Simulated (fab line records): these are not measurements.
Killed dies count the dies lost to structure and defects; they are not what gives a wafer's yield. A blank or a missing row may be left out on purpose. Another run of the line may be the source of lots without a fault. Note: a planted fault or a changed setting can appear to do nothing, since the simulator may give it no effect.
Comparing a struck lot with a sound one / flow n5Finfet / 16 out of 1938 route steps
Sound: the wafers L200.2, L200.5, L200.6. Struck: wafer L209.1; the same lot's L209.3 was not struck, so it is left out; see the end for the cause.
At each step with rows: each side's tool, then ch and its chambers, then its first start. Under that, the readings that differ: sound wafers / struck wafers / difference of the means / sigmas: that difference in standard deviations of wafers without a fault.
alike: readings whose means differ by less than 2 such deviations, and words and numbers that are the same on both sides. not compared: withheld readings, readings that some wafer has no value for, bounds like >300 that may hide the same value, and numbers for which the record gives no deviation and whose values overlap.
The two part at a step that has a row with sigmas, a row that says differs or no value, or rows on one side only. Non-overlapping numbers with no deviation appear without sigmas and do not part them. Lack of a reading on every wafer of one side parts them only where that side has two or more wafers.

N5_BEOL_M3_STRIP_36: strips in N2/H2.
  sound on rieDiel-04 ch 0,2,3, day 9 03:10; struck on rieDiel-04 ch 0, day 10 17:28
  alike: drypumpMotorCurrentA, oesProductAu, rfVppV, showerheadPlenumPTorr, tempC, throttleValvePct
  not compared: rfHoursCounterH
N5_BEOL_M3_TRENCH_ETCH_37: etches SiOC in C4F6/O2, target depth 55.555 nm, time 29.2 s.
  sound: rieDiel-04 ch 0,2,3; struck: rieDiel-04 ch 0
  alike: drypumpMotorCurrentA, oesProductAu, rfVppV, showerheadPlenumPTorr, throttleValvePct
  not compared: rfHoursCounterH
then, 2 steps without rows for these wafers: N5_BEOL_M3_ETCH_41 (etches SiCN in CH3F/O2, target depth 29.9 nm, time 52.5 s); N5_BEOL_M3_STRIP_97 (strips in N2/H2, time 10 s).
N5_BEOL_M3_OCD_MEAS_38:
  struck on ocd-01, day 10 17:39; sound on ocd-02, day 9 03:22
  alike: trenchDepthNm
then, 4 steps without rows for these wafers: N5_BEOL_M3_HM_STRIP_39 (strips TiN in peroxide tin strip, target depth 25 nm, time 158 s); N5_BEOL_M3_SRD_40 (time 30 s); N5_BEOL_M3_PRECLEAN_42 (cleans in residue remover, time 60 s); N5_BEOL_M3_SRD_43 (time 30 s).
N5_BEOL_M3_CD_MEAS_35: target cd 18 nm, target cd y 21 nm.
  struck on cdSem-02, day 10 17:48; sound on cdSem-01, day 9 03:31
reading=cdNm (nm); sound=18.0 18.2 17.3; struck=18.5; difference=+0.7; sigmas=+2
N5_BEOL_M3_DEGAS_44: time 60 s.
  struck on pvdSputter-01, day 10 18:17; sound on pvdSputter-01, day 9 03:38
  alike: heaterPowerW
N5_BEOL_M3_PRE_CLEAN_45: time 30 s.
  struck on pvdSputter-01, day 10 18:19; sound on pvdSputter-01, day 9 03:41
  alike: heaterPowerW
N5_BEOL_M3_ALD_84: deposits TaN, pulse time 2 s, purge time 3 s, co reactant purge time 2 s.
  sound on aldMetal-01 ch 0,2, day 9 03:46; struck on aldMetal-01 ch 1, day 10 18:24
reading=aldCycles; sound=30 30 30; struck=31; difference=+1; sigmas=
  alike: heaterPowerW
  not compared: sinceWetCleanH
N5_BEOL_M3_SURFACE_TREAT_85:
  struck on pvdSputter-01, day 10 18:41; sound on pvdSputter-01, day 9 04:02
  not compared: throttleValvePct
N5_BEOL_M4_RC_MEAS_101:
  sound on prober-02 ch 0, day 10 02:10; struck on prober-02 ch 0, day 11 09:59
  alike: DIBL_N, DIBL_P, IOFF_N, IOFF_P, ION_N, ION_P, SS_N, SS_P, VT_N, VT_P
next, for these wafers, 1 step has no rows: N5_PASSIVATION_PROBE_49.

WHERE THEY PART
Only at N5_BEOL_M3_CD_MEAS_35, as far as this record shows. Later steps at which nothing parts them and some readings are alike: N5_BEOL_M3_DEGAS_44, N5_BEOL_M3_PRE_CLEAN_45, N5_BEOL_M3_ALD_84, N5_BEOL_M4_RC_MEAS_101.

WHY: what had been put in by the simulator
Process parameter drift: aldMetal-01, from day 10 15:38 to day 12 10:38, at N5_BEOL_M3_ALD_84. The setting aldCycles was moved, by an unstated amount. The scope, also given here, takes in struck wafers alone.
